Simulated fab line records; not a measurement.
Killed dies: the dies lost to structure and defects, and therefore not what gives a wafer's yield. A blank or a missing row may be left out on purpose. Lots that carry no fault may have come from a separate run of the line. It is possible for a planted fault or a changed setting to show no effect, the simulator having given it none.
fab line records	flow n5Finfet
[record] lots = 8	wafers = 24	lastDay = 17
route steps=1938 shown MOL_CONTACT_COAG@616 BEOL_M0_SAQP@632 BEOL_M0@726 BEOL_M4@1111 PASSIVATION@1936
lots with no fault: from the same line, run without faults
startH: hours from the record's first day to the start of the lot's first wafer shown	waitH: time in hours since the lot's previous step	" repeats the value in the row above	L1.1+2: a single row standing in for several wafers	- either no value or no given start	* or withheld: withheld	< > ~ a bound
route shown NAME@n: names a module that has steps shown in the file, with the first one's number in the route	usual: mean/standard deviation of fault-free wafers	same: alike in all rows	chamber/n: place in a boat	sites: per-site readings	_std_site: their standard deviation	_edge_site: the outer-site mean with the inner-site mean subtracted	radiusMm: how far each site lies from the wafer's centre	mask NAME#n: copy n	behind: the last tool/chamber to shape the wafer	hold: the reason the lot was held/the length of the hold in hours/how it ended	device: the transistor (n, p or np) that didn't switch	end of line: tests run on the same wafers once the route is complete	where a step has no rows: the recipe by itself	killed: dies lost to structure and defects at the first sort, not the wafer's yield	map: per-die view of a wafer (x killed, . not killed, _ where there is no die)
set.NAME: the run value of the setting; set.NAME@STEP: its run value at that earlier step	model.NAME: the simulator's own value behind a step, which no gauge read
route steps across a sampled set of lots; one table per step, one row per wafer
services: from which hour (startH, from the record's first day; less than 0 if before it) a tool's chamber was out of use, for how many hours, and why
[[steps]]
[step N5_MOL_CONTACT_COAG_ETCH_124]
[recipe] chemistry = CH3F/O2	target = SiNx	targetDepthA = 65	maskMaterial = SOC	stopOn = SiOC	overEtchFrac = 0.3	ionEnergyEv = 120	pressureMtorr = 30	sourceW = 395	biasW = 73	Ar_flow_sccm = 150	CH3F_flow_sccm = 30	O2_flow_sccm = 20	ends = endPoint
[usual] drypumpMotorCurrentA = 5.7/0.43	oesProductAu = 0.63/0.036	rfVppV = 299/5.4	showerheadPlenumPTorr = 1.99/0.072	throttleValvePct = 16.40/0.26
[same] overEtchFrac = 0.3
lot.wafer	tool	chamber	startH	waitH	drypumpMotorCurrentA	oesProductAu	rfHoursCounterH	rfVppV	showerheadPlenumPTorr	throttleValvePct
L460.2	rieDiel-02	3	106.62	0.0	4.9	0.62	190	307	1.97	16.28
L460.5	"	0	"	"	5.8	0.62	-	299	1.90	16.29
L460.6	"	3	"	"	4.9	0.62	-	304	1.97	16.27
L462.2	rieDiel-05	0	116.34	0.0	5.6	0.62	185	307	1.99	16.68
L462.4	"	2	"	"	5.5	0.64	175	300	2.07	16.11
L462.6	"	1	"	"	6.5	0.59	-	299	1.90	16.57
L467.3	rieDiel-02	1	147.52	0.0	5.8	0.62	191	295	2.06	16.46
L467.5	"	3	"	"	4.9	0.61	-	306	1.97	16.30
L467.6	"	0	"	"	5.8	0.61	-	297	1.90	16.32
L468.3	rieDiel-02	1	152.57	0.0	5.8	0.62	192	295	2.06	16.46
L468.5	"	3	"	"	4.9	0.60	-	306	1.97	16.30
L468.6	"	0	"	"	5.8	0.61	-	298	1.90	16.33
L474.2	rieDiel-02	1	188.61	0.0	5.8	0.61	204	293	2.06	16.51
L474.3	"	3	"	"	4.9	0.60	218	306	1.96	16.33
L474.4	"	2	"	"	6.4	0.71	70	307	2.12	16.23
L475.1	rieDiel-04	2	192.19	0.0	6.0	0.63	195	293	1.91	16.27
L475.5	"	1	"	"	5.3	0.61	-	300	2.08	16.78
L475.6	"	2	"	"	6.0	0.63	-	294	1.91	16.27
L477.1	rieDiel-05	1	207.54	0.0	6.5	0.58	242	297	1.89	16.63
L477.2	"	0	"	"	5.6	0.60	216	307	1.98	16.74
L477.4	"	2	"	"	5.5	0.62	210	299	2.05	16.18
L479.3	rieDiel-02	2	211.92	0.0	6.4	0.70	78	305	2.12	16.25
L479.4	"	2	"	"	6.4	0.70	-	304	2.11	16.24
L479.6	"	3	"	"	4.9	0.59	-	305	1.96	16.34
[step N5_MOL_CONTACT_COAG_ETCH_48]
[recipe] chemistry = C4F6/O2	targetDepthA = 150	overetchA = 45	maskMaterial = SOC	target = SiOC	biasW = 465	pressureMtorr = 10	timeS = 17	sourceW = 335	Ar_flow_sccm = 300	C4F6_flow_sccm = 10	O2_flow_sccm = 10	ionEnergyEv = 576
[usual] drypumpMotorCurrentA = 5.7/0.43	oesProductAu = 0.61/0.046	rfVppV = 1596/27	showerheadPlenumPTorr = 2.83/0.098	throttleValvePct = 40.6/0.35
lot.wafer	tool	chamber	startH	waitH	drypumpMotorCurrentA	oesProductAu	rfHoursCounterH	rfVppV	showerheadPlenumPTorr	throttleValvePct
L460.2	rieDiel-02	3	106.66	0.0	4.9	0.63	190	1632	2.80	40.1
L460.5	"	0	"	"	5.8	0.60	-	1596	2.70	40.6
L460.6	"	3	"	"	4.9	0.58	-	1632	2.80	40.1
L462.2	rieDiel-05	0	116.38	0.0	5.6	0.62	185	1634	2.82	41.1
L462.4	"	2	"	"	5.5	0.64	175	1600	2.93	40.4
L462.6	"	1	"	"	6.5	0.63	-	1594	2.71	41.1
L467.3	rieDiel-02	1	147.56	0.0	5.8	0.62	191	1583	2.92	40.6
L467.5	"	3	"	"	4.9	0.59	-	1632	2.80	40.1
L467.6	"	0	"	"	5.8	0.56	-	1595	2.70	40.7
L468.3	rieDiel-02	1	152.61	0.0	5.8	0.62	192	1582	2.92	40.6
L468.5	"	3	"	"	4.9	0.60	-	1633	2.79	40.1
L468.6	"	0	"	"	5.8	0.59	-	1595	2.70	40.7
L474.2	rieDiel-02	1	188.65	0.0	5.8	0.59	204	1582	2.92	40.6
L474.3	"	3	"	"	4.9	0.62	218	1632	2.79	40.1
L474.4	"	2	"	"	6.4	0.66	70	1628	3.00	40.6
L475.1	rieDiel-04	2	192.23	0.0	6.0	0.64	195	1563	2.72	41.0
L475.5	"	1	"	"	5.3	0.57	-	1602	2.95	41.0
L475.6	"	2	"	"	6.1	0.58	-	1563	2.72	40.9
L477.1	rieDiel-05	1	207.58	0.0	6.5	0.57	242	1594	2.70	41.1
L477.2	"	0	"	"	5.6	0.59	216	1634	2.81	41.1
L477.4	"	2	"	"	5.5	0.61	210	1599	2.91	40.4
L479.3	rieDiel-02	2	211.96	0.0	6.4	0.69	78	1629	3.00	40.7
L479.4	"	2	"	"	6.4	0.67	-	1628	3.00	40.7
L479.6	"	3	"	"	4.9	0.60	-	1630	2.78	40.1
[step N5_BEOL_M0_SAQP_PECVD_00]
[recipe] material = SiCN	targetThkA = 80	tempC = withheld	precursor = 3MS/NH3	pressureTorr = 3	rfW = 202	timeS = 14
[usual] chamberPressureTorr = 2.999/0.0067	rfFwdPowerW = 198.2/1.2	showerheadPlenumPTorr = 3.670/0.014	throttleValvePct = 9.0/0.47
lot.wafer	tool	chamber	startH	waitH	chamberPressureTorr	rfFwdPowerW	showerheadPlenumPTorr	throttleValvePct
L460.2	pecvd-02	2	111.09	0.2	2.996	198.4	3.660	8.9
L460.5	"	2	"	"	2.995	197.1	3.658	8.7
L460.6	"	1	"	"	2.998	197.0	3.662	9.8
L462.2	pecvd-01	1	120.80	0.2	2.992	199.0	3.665	9.3
L462.4	"	1	"	"	3.002	198.8	3.673	9.4
L462.6	"	2	"	"	2.998	198.7	3.685	7.9
L467.3	pecvd-01	2	152.02	0.1	-	-	-	-
L467.5	"	0	"	"	-	-	-	-
L467.6	"	1	"	"	-	-	-	-
L468.3	pecvd-04	0	157.03	0.1	-	-	-	-
L468.5	"	1	"	"	-	-	-	-
L468.6	"	0	"	"	-	-	-	-
L474.2	pecvd-04	2	193.08	0.2	3.004	198.3	3.668	8.6
L474.3	"	1	"	"	3.004	197.5	3.677	9.2
L474.4	"	1	"	"	3.011	198.1	3.679	9.3
L475.1	pecvd-04	1	196.65	0.2	2.998	197.9	3.683	9.3
L475.5	"	2	"	"	2.999	198.5	3.660	8.5
L475.6	"	1	"	"	2.986	198.1	3.686	9.4
L477.1	pecvd-04	1	212.14	0.2	2.993	197.8	3.677	9.0
L477.2	"	2	"	"	2.992	197.7	3.660	8.5
L477.4	"	1	"	"	2.998	197.3	3.676	9.1
L479.3	pecvd-04	1	218.15	0.1	3.001	196.5	3.688	9.3
L479.4	"	1	"	"	2.995	196.3	3.683	9.3
L479.6	"	1	"	"	2.998	196.8	3.695	9.1
[step N5_BEOL_M0_SAQP_HM_DEP_111]
[recipe] material = SiO2	targetThkA = 120	tempC = 400	precursor = SiH4/N2O	pressureTorr = 0.75	rfW = 275	timeS = 7.2
[usual] heaterPowerW = 745/73	showerheadPlenumPTorr = 8.13/0.15
lot.wafer	tool	chamber	startH	waitH	heaterPowerW	showerheadPlenumPTorr
L460.2	pecvd-04	2	112.35	0.0	675	8.12
L460.5	"	1	"	"	699	8.36
L460.6	"	2	"	"	703	8.10
L462.2	pecvd-01	2	122.35	0.0	839	8.36
L462.4	"	1	"	"	784	8.21
L462.6	"	1	"	"	802	8.20
L467.3	pecvd-01	2	152.46	0.0	813	8.34
L467.5	"	1	"	"	802	8.22
L467.6	"	0	"	"	867	8.31
L468.3	pecvd-02	0	159.61	0.0	770	7.89
L468.5	"	2	"	"	724	8.04
L468.6	"	0	"	"	787	7.88
L474.2	pecvd-02	0	194.59	0.0	851	7.89
L474.3	"	2	"	"	659	8.05
L474.4	"	1	"	"	729	8.15
L475.1	pecvd-01	1	198.17	0.0	694	8.18
L475.5	"	1	"	"	698	8.22
L475.6	"	0	"	"	866	8.30
L477.1	pecvd-02	1	214.80	0.0	687	8.17
L477.2	"	0	"	"	810	7.88
L477.4	"	2	"	"	703	8.07
L479.3	pecvd-01	0	219.28	0.0	917	8.28
L479.4	"	1	"	"	769	8.22
L479.6	"	0	"	"	905	8.27
[step N5_BEOL_M0_ETCH_109]
[recipe] chemistry = CH3F/O2	targetDepthA = 80	overetchA = 24	target = SiCN	timeS = 27.4	ionEnergyEv = 120	pressureMtorr = 30	sourceW = 395	biasW = 75	Ar_flow_sccm = 150	CH3F_flow_sccm = 30	O2_flow_sccm = 20
[usual] drypumpMotorCurrentA = 5.8/0.39	oesProductAu = 0.63/0.033	rfVppV = 297.3/1.7	showerheadPlenumPTorr = 2.00/0.072	throttleValvePct = 16.44/0.26
lot.wafer	tool	chamber	startH	waitH	drypumpMotorCurrentA	oesProductAu	rfHoursCounterH	rfVppV	showerheadPlenumPTorr	throttleValvePct
L460.2	rieDiel-05	0	122.64	0.0	5.6	0.62	187	297.4	1.99	16.69
L460.5	"	0	"	"	5.6	0.62	-	296.7	1.99	16.66
L460.6	"	2	"	"	5.5	0.65	-	298.3	2.06	16.12
L462.2	rieDiel-04	1	129.94	0.0	5.3	0.62	198	298.1	2.08	16.73
L462.4	"	0	"	"	5.6	0.70	68	297.2	1.94	15.92
L462.6	"	3	"	"	5.7	0.61	-	300.0	2.07	16.69
L467.3	rieDiel-05	2	162.71	0.2	5.5	0.27	191	299.7	2.06	16.13
L467.5	"	1	"	"	6.5	0.26	-	295.2	1.90	16.57
L467.6	"	0	"	"	5.5	0.27	-	297.0	1.98	16.70
L468.3	rieDiel-02	3	168.56	0.0	4.9	0.27	211	295.8	1.97	16.31
L468.5	"	1	"	"	5.8	0.27	-	298.0	2.06	16.48
L468.6	"	2	"	"	6.4	0.32	-	300.0	2.12	16.21
L474.2	rieDiel-02	0	203.14	0.3	5.8	0.60	250	293.6	1.89	16.35
L474.3	"	3	"	"	4.9	0.60	222	297.3	1.96	16.33
L474.4	"	1	"	"	5.8	0.62	208	297.2	2.06	16.51
L475.1	rieDiel-05	3	207.16	0.4	6.1	0.64	174	296.3	1.99	16.46
L475.5	"	1	"	"	6.5	0.58	-	296.3	1.89	16.62
L475.6	"	0	"	"	5.6	0.61	-	296.0	1.98	16.74
L477.1	rieDiel-04	1	226.48	0.0	5.3	0.61	227	298.0	2.07	16.80
L477.2	"	0	"	"	5.6	0.66	101	295.4	1.93	15.98
L477.4	"	2	"	"	6.0	0.63	206	295.7	1.91	16.28
L479.3	rieDiel-05	2	229.08	0.0	5.5	0.62	216	299.5	2.05	16.19
L479.4	"	3	"	"	6.1	0.65	182	297.6	1.99	16.45
L479.6	"	1	"	"	6.5	0.58	-	294.0	1.89	16.62
[step N5_BEOL_M0_RS_MEAS_126]
[recipe] thkMeasGauge = four-point-probe	reads = Co_of_BEOL_M0_CO_CAP_123+Cu_of_BEOL_M0_ECD_118+Co_of_BEOL_M0_CVD_115+TaN_of_BEOL_M0_ALD_136
[usual] M0_RS = 0.543/0.021
lot.wafer	tool	chamber	startH	waitH	M0_RS[ohm/sq]
L460.2	filmMetro-02	-	125.62	0.1	0.522
L460.5	"	-	"	"	0.542
L460.6	"	-	"	"	0.563
L462.2	filmMetro-01	-	151.96	0.1	0.551
L462.4	"	-	"	"	0.523
L462.6	"	-	"	"	0.540
L467.3	filmMetro-02	-	166.52	0.1	0.696
L467.5	"	-	"	"	0.690
L467.6	"	-	"	"	0.679
L468.3	filmMetro-01	-	173.52	0.1	0.667
L468.5	"	-	"	"	0.660
L468.6	"	-	"	"	0.694
L474.2	filmMetro-01	-	206.96	0.1	0.530
L474.3	"	-	"	"	0.573
L474.4	"	-	"	"	0.546
L475.1	filmMetro-02	-	209.88	0.1	0.569
L475.5	"	-	"	"	0.515
L475.6	"	-	"	"	0.584
L477.1	filmMetro-01	-	230.11	0.1	0.580
L477.2	"	-	"	"	0.570
L477.4	"	-	"	"	0.545
L479.3	filmMetro-01	-	233.56	0.1	0.587
L479.4	"	-	"	"	0.549
L479.6	"	-	"	"	0.582
[step N5_BEOL_M4_RC_MEAS_101]
[usual] DIBL_N = 36.6/1.9	DIBL_P = 36.7/2.2	IOFF_N = 0.16/0.035	IOFF_P = 0.22/0.038	ION_N = 672/14	ION_P = 462/8.3	SS_N = 71.6/0.65	SS_P = 73.5/0.72	VT_N = 250/3.5	VT_P = -250/3.1
lot.wafer	tool	chamber	startH	waitH	DIBL_N[mV/V]	DIBL_P[mV/V]	IOFF_N[nA/um]	IOFF_P[nA/um]	ION_N[uA/um]	ION_P[uA/um]	SS_N[mV/dec]	SS_P[mV/dec]	VT_N[mV]	VT_P[mV]
L460.2	prober-01	0	203.17	0.2	39.2	40.5	0.22	0.34	686	483	71.1	74.5	243	-239
L460.5	"	0	"	"	37.5	39.0	0.17	0.29	677	471	71.0	73.9	247	-244
L460.6	"	0	"	"	33.2	32.6	0.10	0.18	646	455	69.9	72.5	255	-252
L462.2	prober-02	0	218.38	0.2	37.3	37.3	0.16	0.25	690	480	71.2	73.6	248	-247
L462.4	"	0	"	"	33.2	32.7	0.11	0.18	685	474	70.0	72.5	253	-250
L462.6	"	0	"	"	34.2	34.5	0.13	0.20	676	477	70.5	72.5	251	-249
L467.3	prober-01	0	237.16	0.3	35.9	35.8	0.14	0.16	675	454	71.9	73.2	254	-256
L467.5	"	0	"	"	37.0	38.1	0.17	0.21	661	455	71.1	74.0	250	-252
L467.6	"	0	"	"	38.1	38.4	0.18	0.22	685	465	72.2	74.1	250	-254
L468.3	prober-01	0	238.77	0.3	36.2	36.5	0.14	0.21	674	459	71.4	73.3	256	-252
L468.5	"	0	"	"	36.9	37.1	0.16	0.23	673	467	71.7	74.2	251	-245
L468.6	"	0	"	"	35.3	35.5	0.13	0.20	674	465	71.0	73.5	251	-250
L474.2	prober-02	0	279.73	0.2	34.9	35.8	0.13	0.18	671	456	72.0	73.1	253	-253
L474.3	"	0	"	"	36.9	37.6	0.18	0.22	673	454	72.6	73.7	250	-250
L474.4	"	0	"	"	36.8	38.6	0.17	0.24	672	463	71.8	73.5	249	-248
L475.1	prober-01	0	283.47	0.0	36.6	32.5	0.13	0.18	661	455	71.1	73.0	252	-254
L475.5	"	0	"	"	37.8	34.6	0.16	0.22	673	457	71.8	74.1	247	-249
L475.6	"	0	"	"	41.0	37.7	0.23	0.27	677	462	72.7	74.2	244	-249
L477.1	prober-02	0	293.14	0.0	36.2	37.9	0.19	0.24	674	467	71.5	74.5	246	-247
L477.2	"	0	"	"	36.8	38.9	0.19	0.25	671	464	71.4	73.9	248	-248
L477.4	"	0	"	"	35.7	37.4	0.18	0.23	679	465	72.3	73.9	247	-247
L479.3	prober-02	0	297.27	0.3	40.8	42.0	0.26	0.32	692	467	72.9	74.4	245	-245
L479.4	"	0	"	"	35.1	35.6	0.14	0.21	663	457	71.1	73.1	251	-249
L479.6	"	0	"	"	36.6	36.8	0.16	0.21	676	462	71.7	73.4	250	-251
[step N5_PASSIVATION_PROBE_49]
[usual] defectLimitedYield = 91.6/1.4	killed_at_M0_to_M3 = 35/10	killed_at_M4_up = 13/4.8	killedAtContacts = 12/7.2	killedAtFrontEnd = 36/12	killedAtOther = 4/3.1	killedDies = 100/17	killedOnRim = 13/4.2	killedOpen = 66/13	killedShort = 32/7.3	sort_bin_5_function = 5.0/0.94	sort_bin_6_memory = 3.1/0.67	sort_bin_8_speed = 0.01/0.047	sortNPass = 1080/17	sortYieldPct = 91.6/1.4
[same] grossDies = 1180	killedAtBackSide = 0	sort_bin_4_leakage[%] = 0
lot.wafer	tool	chamber	startH	waitH	defectLimitedYield[%]	killed_at_M0_to_M3	killed_at_M4_up	killedAtContacts	killedAtFrontEnd	killedAtOther	killedDies	killedOnRim	killedOpen	killedShort	sort_bin_5_function[%]	sort_bin_6_memory[%]	sort_bin_8_speed[%]	sortNPass	sortYieldPct[%]
L467.3	prober-01	-	356.88	0.1	66.9	301	8	16	65	0	390	69	83	37	28.6	4.0	0	790	66.9
L467.5	prober-01	-	356.98	0.2	68.1	296	17	20	39	4	376	99	76	24	28.5	3.0	0	804	68.1
L467.6	prober-01	-	357.03	0.3	68.9	303	19	8	31	6	367	108	68	29	28.6	2.5	0	813	68.9
L468.3	prober-02	-	371.47	0.1	67.6	304	16	12	49	1	382	94	78	26	28.4	3.6	0	798	67.6
L468.5	prober-02	-	371.57	0.2	66.9	305	20	10	50	6	391	74	88	32	28.6	4.4	0	789	66.9
L468.6	prober-02	-	371.62	0.3	67.8	296	20	6	56	2	380	98	78	28	27.4	4.7	0	800	67.8
L475.1	prober-02	-	418.14	0.0	92.6	20	16	19	28	4	87	9	64	20	4.3	2.8	0.08	1093	92.6
L475.5	prober-02	-	418.34	0.2	91.3	33	8	12	45	5	103	18	64	36	5.2	3.2	0	1077	91.3
L475.6	prober-02	-	418.39	0.3	90.9	33	15	8	39	12	107	17	77	29	5.0	3.6	0	1073	90.9
// killed by level:class
L467.3 BEOL_M0_SAQP:areaPecvd=269 STI_FIN_REVEAL:geometricParticle:open=25 MOL_CONTACT_COAG:geometricParticle:open=13 FIN_SAQP:geometricParticle:open=12 BEOL_M0_SAQP:geometricParticle:short=9 BEOL_M0_SAQP:geometricParticle:open=8 BEOL_M3:geometricParticle:open=6 BEOL_M3:geometricParticle:short=6
L467.5 BEOL_M0_SAQP:areaPecvd=276 MOL_CONTACT_COAG:geometricParticle:open=16 STI_FIN_REVEAL:geometricParticle:open=13 BEOL_M4:geometricParticle:open=11 FIN_SAQP:geometricParticle:open=7 FIN_SAQP:geometricParticle:short=6 BEOL_M0_SAQP:geometricParticle:open=6 BEOL_M0_SAQP:geometricParticle:short=5
L467.6 BEOL_M0_SAQP:areaPecvd=270 STI_FIN_REVEAL:geometricParticle:open=10 BEOL_M0_SAQP:geometricParticle:short=10 BEOL_M4:geometricParticle:open=10 BEOL_M0_SAQP:geometricParticle:open=9 MOL_CONTACT_COAG:geometricParticle:open=7 FIN_SAQP:geometricParticle:open=5 BEOL_M3:geometricParticle:open=5
L468.3 BEOL_M0_SAQP:areaPecvd=277 STI_FIN_REVEAL:geometricParticle:open=17 MOL_CONTACT_COAG:geometricParticle:open=10 BEOL_M2:geometricParticle:open=7 BEOL_M4:geometricParticle:open=7 FIN_SAQP:geometricParticle:short=6 FIN_SAQP:geometricParticle:open=6 DUMMY_GATE:geometricParticle:open=4
L468.5 BEOL_M0_SAQP:areaPecvd=271 STI_FIN_REVEAL:geometricParticle:open=13 BEOL_M4:geometricParticle:open=12 DUMMY_GATE:geometricParticle:open=11 MOL_CONTACT_COAG:geometricParticle:open=9 BEOL_M1:geometricParticle:open=9 FIN_SAQP:geometricParticle:short=7 BEOL_M2:geometricParticle:short=6
L468.6 BEOL_M0_SAQP:areaPecvd=273 STI_FIN_REVEAL:geometricParticle:open=20 BEOL_M4:geometricParticle:open=14 BEOL_M2:geometricParticle:open=8 FIN_SAQP:geometricParticle:short=7 ILD0:geometricParticle:open=5 BEOL_M0_SAQP:geometricParticle:open=5 FIN_SAQP:geometricParticle:open=4
L475.1 MOL_CONTACT_COAG:geometricParticle:open=15 FIN_SAQP:geometricParticle:open=7 BEOL_M3:geometricParticle:open=7 BEOL_M4:geometricParticle:open=6 STI_FIN_REVEAL:geometricParticle:open=5 BEOL_M0_SAQP:geometricParticle:open=5 SPACER0:geometricParticle:open=4 MOL_CONTACT_COAG:geometricParticle:short=4
L475.5 MOL_CONTACT_COAG:geometricParticle:open=10 BEOL_M2:geometricParticle:open=9 DUMMY_GATE:geometricParticle:open=8 FIN_SAQP:geometricParticle:open=7 FIN_SAQP:geometricParticle:short=7 BEOL_M1:geometricParticle:open=6 BEOL_M3:geometricParticle:open=6 GATE_CUT:geometricParticle:short=5
L475.6 BEOL_M2:geometricParticle:open=10 STARTING-WAFER:geometricParticle:open=8 STI_FIN_REVEAL:geometricParticle:open=7 MOL_CONTACT_COAG:geometricParticle:open=7 BEOL_M4:geometricParticle:open=6 FIN_SAQP:geometricParticle:open=5 FIN_SAQP:geometricParticle:short=4 BEOL_M0_SAQP:geometricParticle:short=4
[[services]]
tool	chamber	startH	hours	kind
pecvd-02	-	90.79	2.8	pm
pecvd-02	0	94.43	6.7	repair
pecvd-01	1	97.51	5.5	scheduledDown
rieDiel-05	-	117.75	0.6	repair
pecvd-01	0	118.56	17.8	repair
rieDiel-05	-	126.84	0.3	repair
pecvd-02	0	132.13	5.0	scheduledDown
pecvd-04	-	144.71	2.8	pm
rieDiel-04	0	146.11	2.5	repair
pecvd-01	1	161.82	2.1	scheduledDown
pecvd-02	-	173.23	2.2	repair
pecvd-04	0	196.07	5.5	scheduledDown
pecvd-01	-	200.24	6.0	pm
pecvd-02	1	202.50	1.8	repair
rieDiel-02	0	205.33	-	clean
rieDiel-02	0	205.33	-	consumableReplace:focusRing
rieDiel-02	0	205.33	-	consumableReplace:showerhead
rieDiel-02	0	205.33	23.1	scheduledDown
rieDiel-02	0	205.33	23.1	ventCycle
pecvd-04	0	207.47	14.5	repair
pecvd-04	2	215.50	5.5	scheduledDown
pecvd-02	2	219.65	2.1	scheduledDown
pecvd-01	0	226.63	2.1	scheduledDown
[[key]]
[firstSign] step = N5_BEOL_M0_SAQP_PECVD_00	reading = toolRecord	direction = missing
[effect] step = N5_BEOL_M0_ETCH_109	reading = oesProductAu	direction = down	sigmas = 11	usual = 0.63	struck = 0.28
[effect] step = N5_BEOL_M0_RS_MEAS_126	reading = M0_RS	direction = up	sigmas = 6.7	usual = 0.543	struck = 0.681
[effect] step = N5_PASSIVATION_PROBE_49	reading = killed_at_M0_to_M3	direction = up	sigmas = 25	usual = 35	struck = 301
[moreKillsBornAt] N5_BEOL_M0_SAQP_PECVD_00@pecvd-04 = 821	N5_BEOL_M0_SAQP_PECVD_00@pecvd-01 = 815
metAt N5_BEOL_M0_SAQP_PECVD_00
struckLots L467,L468
notActingAt N5_MOL_CONTACT_COAG_ETCH_124,N5_MOL_CONTACT_COAG_ETCH_48,N5_BEOL_M0_SAQP_HM_DEP_111
onsetBetween 120.80 152.02
[fault] kind = skippedStepWhole	tool = pecvd-01,pecvd-04	chamber = -	onsetH = 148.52	steps = N5_BEOL_M0_SAQP_PECVD_00	scope = struckLotsOnly
